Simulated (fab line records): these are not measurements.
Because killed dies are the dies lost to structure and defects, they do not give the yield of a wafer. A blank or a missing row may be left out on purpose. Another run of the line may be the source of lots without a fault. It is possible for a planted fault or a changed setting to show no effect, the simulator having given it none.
Split-lot experiment ; flow n5_finfet ; on a route of 1938 steps: 7 lots, 39 wafers read

## ABOUT THE SPLIT
At N5_DUMMY_GATE_ETCH_37 (etches SOC in N2/H2, target depth 60 nm, overetch 30 nm), the setting source_w was moved away from the recipe's 840 W on 12 of the 39 wafers read, by -13.6% to +18.9%. For the rest of the wafers, this setting stayed at what the recipe calls for.

Reading taken at the split's own step.

## THE READING
rf_vpp_V, in V, at N5_DUMMY_GATE_ETCH_37 (etches SOC in N2/H2, target depth 60 nm, overetch 30 nm). Fault-free wafers of this fab line usually give 523.9 V, standard deviation 2.8 V.

wafer;tool, chamber at the split;source_w as run, W;against the recipe;rf_vpp_V, V;against lot-mates on the recipe
L084.1;rie_diel-03, 1;840;recipe;520.1;-
L084.2;rie_diel-03, 2;840;recipe;526.6;-
L084.3;rie_diel-03, 0;840;recipe;526.7;-
L084.4;rie_diel-03, 3;998.5;+18.9%;491.3;-33.2
L084.5;rie_diel-03, 2;998.5;+18.9%;496.2;-28.3
L084.6;rie_diel-03, 1;998.5;+18.9%;491.3;-33.2
L086.1;rie_diel-01, 2;840;recipe;526.3;-
L086.2;rie_diel-01, 1;840;recipe;526.7;-
L086.3;rie_diel-01, 3;840;recipe;525.7;-
L086.4;rie_diel-01, 0;840;recipe;522.3;-
L086.5;rie_diel-01, 2;840;recipe;526.0;-
L086.6;rie_diel-01, 3;840;recipe;523.6;-
L088.1;rie_diel-01, 0;725.6;-13.6%;550.1;+24.3
L088.2;rie_diel-01, 3;840;recipe;524.6;-
L088.3;rie_diel-01, 1;840;recipe;526.3;-
L088.4;rie_diel-01, 1;840;recipe;526.5;-
L088.5;rie_diel-01, 3;725.6;-13.6%;549.2;+23.4
L088.6;rie_diel-01, 0;725.6;-13.6%;549.9;+24.1
L089.1;rie_diel-03, 1;971.6;+15.7%;496.3;-28.3
L089.2;rie_diel-03, 0;840;recipe;525.9;-
L089.3;rie_diel-03, 3;971.6;+15.7%;497.1;-27.5
L089.4;rie_diel-03, 2;840;recipe;526.6;-
L089.5;rie_diel-03, 3;840;recipe;521.3;-
L089.6;rie_diel-03, 0;971.6;+15.7%;502.3;-22.3
L091.2;rie_diel-01, 2;840;recipe;526.6;-
L091.4;rie_diel-01, 0;840;recipe;523.2;-
L091.5;rie_diel-01, 0;840;recipe;523.9;-
L093.1;rie_diel-03, 0;840;recipe;526.9;-
L093.2;rie_diel-03, 3;840;recipe;521.5;-
L093.3;rie_diel-03, 2;840;recipe;526.9;-
L093.4;rie_diel-03, 2;840;recipe;524.9;-
L093.5;rie_diel-03, 3;840;recipe;522.3;-
L093.6;rie_diel-03, 0;840;recipe;527.0;-
L094.1;rie_diel-06, 2;840;recipe;522.3;-
L094.2;rie_diel-06, 0;903.6;+7.6%;508.5;-11.8
L094.3;rie_diel-06, 1;903.6;+7.6%;513.3;-7.0
L094.4;rie_diel-06, 3;840;recipe;519.3;-
L094.5;rie_diel-06, 2;903.6;+7.6%;512.5;-7.8
L094.6;rie_diel-06, 3;840;recipe;519.2;-

THE FIT
A straight line over all 39 wafers: rf_vpp_V changes by -1.72 V for each +1% of source_w; r = -0.98; the points scatter about the line by 2.5 V.
The same after taking each lot's own level away (the mean of its wafers on the recipe; 39 wafers): -1.67 V for each +1%; r = -0.99; scatter 2.3 V.
The reading moves by 31 V for the largest change in source_w, on that fit.
From 520.27 to 525.80 V: that is the span of the lots' own levels, equal to 2.0 times the standard deviation above.
The two slopes are in agreement: the lot-to-lot level therefore moves the slope only a little.
Check: -30.7 V against its lot-mates is what the line predicts for one of the wafers moved furthest among these (+18.9%) when that wafer is left out of the fit. It came out at -33.2 V against them.
Tool readings at the split's step, against how far the setting was moved: rf_vpp_V r = -0.98.

## THE FILE'S OWN FIT
rf_vpp_V changes by -1.65 V for each +1% of source_w, r = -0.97.
